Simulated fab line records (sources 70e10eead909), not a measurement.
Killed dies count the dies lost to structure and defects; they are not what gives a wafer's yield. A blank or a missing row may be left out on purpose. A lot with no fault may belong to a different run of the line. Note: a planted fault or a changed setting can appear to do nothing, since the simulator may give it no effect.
Matching of chambers / flow nand harc / 4 sister chambers for NHARC_THIN_TSV_ETCHBACK_48 on rie diel-02
The step etches the open film in C4F8/Ar, target depth 1028.5 nm, time 405.17 s. 14 wafers are shown with their chamber, then 7 later ones without.

== EACH WAFER AND ITS CHAMBER ==
wafer=L433.1; chamber=3; rf vpp V (V)=542; chamber pressure mTorr (mTorr)=24.963; oes product au (a.u.)=0.98
wafer=L433.4; chamber=1; rf vpp V (V)=542; chamber pressure mTorr (mTorr)=25.002; oes product au (a.u.)=0.98
wafer=L433.6; chamber=0; rf vpp V (V)=552; chamber pressure mTorr (mTorr)=25.021; oes product au (a.u.)=1.00
wafer=L435.3; chamber=2; rf vpp V (V)=542; chamber pressure mTorr (mTorr)=25.023; oes product au (a.u.)=0.93
wafer=L435.5; chamber=2; rf vpp V (V)=541; chamber pressure mTorr (mTorr)=24.987; oes product au (a.u.)=0.93
wafer=L435.6; chamber=1; rf vpp V (V)=542; chamber pressure mTorr (mTorr)=24.974; oes product au (a.u.)=0.92
wafer=L438.1; chamber=1; rf vpp V (V)=544; chamber pressure mTorr (mTorr)=24.994; oes product au (a.u.)=0.90
wafer=L438.5; chamber=1; rf vpp V (V)=543; chamber pressure mTorr (mTorr)=24.982; oes product au (a.u.)=0.92
wafer=L438.6; chamber=2; rf vpp V (V)=543; chamber pressure mTorr (mTorr)=24.987; oes product au (a.u.)=0.91
wafer=L453.1; chamber=3; rf vpp V (V)=542; chamber pressure mTorr (mTorr)=25.024; oes product au (a.u.)=0.92
wafer=L453.2; chamber=0; rf vpp V (V)=551; chamber pressure mTorr (mTorr)=25.047; oes product au (a.u.)=0.90
wafer=L453.5; chamber=1; rf vpp V (V)=542; chamber pressure mTorr (mTorr)=24.987; oes product au (a.u.)=0.93
wafer=L454.3; chamber=1; rf vpp V (V)=541; chamber pressure mTorr (mTorr)=24.985; oes product au (a.u.)=0.94
wafer=L454.5; chamber=2; rf vpp V (V)=543; chamber pressure mTorr (mTorr)=24.994; oes product au (a.u.)=0.94

SIGNATURES (means of the wafers above)
reading=rf vpp V; chamber 0=551.50; chamber 1=542.33; chamber 2=542.25; chamber 3=542.00; scatter within a chamber=0.926
reading=chamber pressure mTorr; chamber 0=25.03400; chamber 1=24.98733; chamber 2=24.99775; chamber 3=24.99350; scatter within a chamber=0.0188
reading=oes product au; chamber 0=0.9500; chamber 1=0.9317; chamber 2=0.9275; chamber 3=0.9500; scatter within a chamber=0.0331
Rule: a wafer's distance from a chamber is the root of the sum, over the readings, of the square of ((its reading less the chamber's mean) divided by the reading's scatter). The wafer belongs to the nearest chamber; if the next one is less than 2 further off, it can't be placed. How the scatter is found: for the shown wafers, subtract from each reading the mean of its chamber, square and add these, divide the total by (wafers less chambers), then take the root.

== WAFERS WITH NO CHAMBER GIVEN ==
wafer=L454.6; rf vpp V (V)=542; chamber pressure mTorr (mTorr)=24.997; oes product au (a.u.)=0.93
wafer=L452.1; rf vpp V (V)=553; chamber pressure mTorr (mTorr)=25.048; oes product au (a.u.)=0.92
wafer=L452.4; rf vpp V (V)=541; chamber pressure mTorr (mTorr)=24.963; oes product au (a.u.)=0.94
wafer=L452.6; rf vpp V (V)=543; chamber pressure mTorr (mTorr)=25.032; oes product au (a.u.)=0.94
wafer=L456.3; rf vpp V (V)=541; chamber pressure mTorr (mTorr)=24.999; oes product au (a.u.)=0.93
wafer=L456.4; rf vpp V (V)=542; chamber pressure mTorr (mTorr)=24.988; oes product au (a.u.)=0.93
wafer=L456.5; rf vpp V (V)=552; chamber pressure mTorr (mTorr)=25.052; oes product au (a.u.)=0.92

== CHAMBER TAKEN BY EACH ==
wafer=L454.6; from the rows above=can't be placed: 2 or 1 or 3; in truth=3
wafer=L452.1; from the rows above=0; in truth=0
wafer=L452.4; from the rows above=can't be placed: 1 or 3 or 2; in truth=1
wafer=L452.6; from the rows above=can't be placed: 2 or 3 or 1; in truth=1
wafer=L456.3; from the rows above=can't be placed: 3 or 2 or 1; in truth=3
wafer=L456.4; from the rows above=can't be placed: 1 or 2 or 3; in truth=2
wafer=L456.5; from the rows above=0; in truth=0
Correctly placed: 2 of 7. Not placeable from these rows: 5 (in 5, the candidates include the true chamber). Number placed wrongly: 0.
